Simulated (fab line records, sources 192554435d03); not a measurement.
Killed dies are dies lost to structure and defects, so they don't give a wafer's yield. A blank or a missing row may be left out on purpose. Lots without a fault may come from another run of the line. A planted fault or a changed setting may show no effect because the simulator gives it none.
Chamber matching | flow n5_finfet | N5_BEOL_M15_STRIP_36 on rie_diel-03: 4 sister chambers
The step strips in O2. 16 wafers are shown with their chamber, then 8 later ones without.

WAFERS WITH THEIR CHAMBER
wafer  | chamber | drypump_motor_current_A (A) | showerhead_plenum_p_Torr (Torr) | throttle_valve_pct (%)
L079.1 | 1       | 5.2                         | 2.09                            | 16.99
L079.3 | 3       | 5.8                         | 2.18                            | 16.78
L079.4 | 0       | 5.3                         | 2.07                            | 17.04
L085.2 | 1       | 5.2                         | 2.08                            | 16.99
L085.3 | 0       | 5.3                         | 2.07                            | 17.05
L085.4 | 2       | 6.4                         | 2.15                            | 16.53
L091.2 | 1       | 5.2                         | 2.08                            | 17.01
L091.3 | 3       | 5.8                         | 2.18                            | 16.82
L091.5 | 0       | 5.3                         | 2.07                            | 17.04
L090.1 | 1       | 5.2                         | 2.08                            | 17.03
L090.4 | 2       | 6.5                         | 2.15                            | 16.56
L090.6 | 0       | 5.3                         | 2.07                            | 17.04
L093.3 | 2       | 6.5                         | 2.15                            | 16.56
L093.4 | 1       | 5.2                         | 2.08                            | 17.00
L093.5 | 0       | 5.3                         | 2.06                            | 17.05
L094.1 | 2       | 6.5                         | 2.15                            | 16.56

SIGNATURES (means of the wafers above)
reading                  | chamber 0 | chamber 1 | chamber 2 | chamber 3 | scatter within a chamber
drypump_motor_current_A  | 5.300     | 5.200     | 6.475     | 5.800     | 0.025
showerhead_plenum_p_Torr | 2.0680    | 2.0820    | 2.1500    | 2.1800    | 0.00365
throttle_valve_pct       | 17.0440   | 17.0040   | 16.5525   | 16.8000   | 0.015
Rule: a wafer's distance from a chamber is the root of the sum, over the readings, of the square of ((its reading less the chamber's mean) divided by the reading's scatter). The wafer belongs to the nearest chamber; if the next one is less than 2 further off, it can't be placed. The scatter: the root of (the sum of the squares of (reading less its chamber's mean) over the shown wafers, divided by (wafers less chambers)).

WAFERS WITHOUT THEIR CHAMBER
wafer  | drypump_motor_current_A (A) | showerhead_plenum_p_Torr (Torr) | throttle_valve_pct (%)
L094.4 | 5.2                         | 2.08                            | 17.00
L094.6 | 5.3                         | 2.06                            | 17.07
L096.1 | 5.2                         | 2.08                            | 17.02
L096.2 | 5.8                         | 2.17                            | 16.80
L096.3 | 5.3                         | 2.06                            | 17.09
L096.4 | 5.2                         | 2.08                            | 17.02
L096.5 | 5.9                         | 2.17                            | 16.83
L096.6 | 5.3                         | 2.06                            | 17.07

WHICH CHAMBER EACH WENT THROUGH
wafer  | from the rows above | in truth
L094.4 | 1                   | 1
L094.6 | 0                   | 0
L096.1 | 1                   | 1
L096.2 | 3                   | 3
L096.3 | 0                   | 0
L096.4 | 1                   | 1
L096.5 | 3                   | 3
L096.6 | 0                   | 0
Placed correctly: 8 of 8. Can't be placed from these rows: 0. Placed wrongly: 0.
